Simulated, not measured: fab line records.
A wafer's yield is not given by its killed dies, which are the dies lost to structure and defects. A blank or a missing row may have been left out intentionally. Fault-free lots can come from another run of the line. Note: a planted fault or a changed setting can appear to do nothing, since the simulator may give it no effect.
What tool caused it?    flow n5 finfet    12 lots, 36 wafers sampled, at 2 steps of a route of 1938

== WHAT EACH GAUGE READ, for each wafer ==
N5_BEOL_M3_OVL_MEAS_29.
lot   measured      on          V2_OVL (nm)
L075  day 7 12:05   overlay-01  -0.4 -0.9 -1.6
L076  day 7 12:35   overlay-01  -0.6 0.3 0.2
L079  day 8 18:46   overlay-02  -1.7 -0.9 -1.9
L082  day 9 07:35   overlay-01  -1.2 -0.3 -1.2
L083  day 9 17:58   overlay-01  -0.3 -0.6 -1.1
L085  day 10 08:01  overlay-01  -1.1 -1.5 -1.4
L086  day 10 18:32  overlay-01  -0.4 -1.3 -1.4
L089  day 11 01:07  overlay-02  -1.3 0.1 -0.4
L091  day 11 13:37  overlay-01  -0.2 -1.1 -0.8
L093  day 12 01:49  overlay-01  0.6 -1.5 0.1
L094  day 12 17:38  overlay-02  -1.0 -1.8 -0.7
L097  day 14 09:04  overlay-01  -0.3 0.2 0.2

== WHICH TOOL RAN EACH LOT (tool, then ch and the chambers of the sampled wafers, then the start) ==
lot   N5_BEOL_M3_ETCH_64
L075  rie diel-04 ch 0,2,3, day 7 11:22
L076  rie diel-04 ch 1,2,3, day 7 11:54
L079  rie diel-05 ch 0,2, day 8 18:04
L082  rie diel-03 ch 1,2,3, day 9 06:46
L083  rie diel-05 ch 2,3, day 9 17:11
L085  rie diel-03 ch 0,1,3, day 10 07:08
L086  rie diel-05 ch 2,3, day 10 17:50
L089  rie diel-04 ch 1,2,3, day 11 00:16
L091  rie diel-03 ch 1,2,3, day 11 12:42
L093  rie diel-03 ch 0,1,3, day 12 01:01
L094  rie diel-04 ch 0,1,3, day 12 16:55
L097  rie diel-04 ch 0,1,2, day 14 08:03
- N5_BEOL_M3_ETCH_64: etches SOC in N2/H2, target depth 75 nm, overetch 15 nm, time 112.5 s.

== THE ANSWER, worked out from the rows above alone ==
Rule: the lots themselves supply what counts as usual. Put in order of their means at a reading, lots are off if they are a third of the lots or fewer, leave a main group of 4 or more, and stand apart from it by a gap of 3 or more times the standard deviation of the main group's means; of several such gaps the widest counts. A main group is skipped when, at the precision printed for the reading in the tables above, its means are all equal. Also off: a lot with no number at a reading for which 4 or more lots have one. Any other lot the step has rows for is counted as sound.
None of the lots is off at any reading shown; this tells nothing.

== WHAT THE SIMULATOR HAD INSERTED ==
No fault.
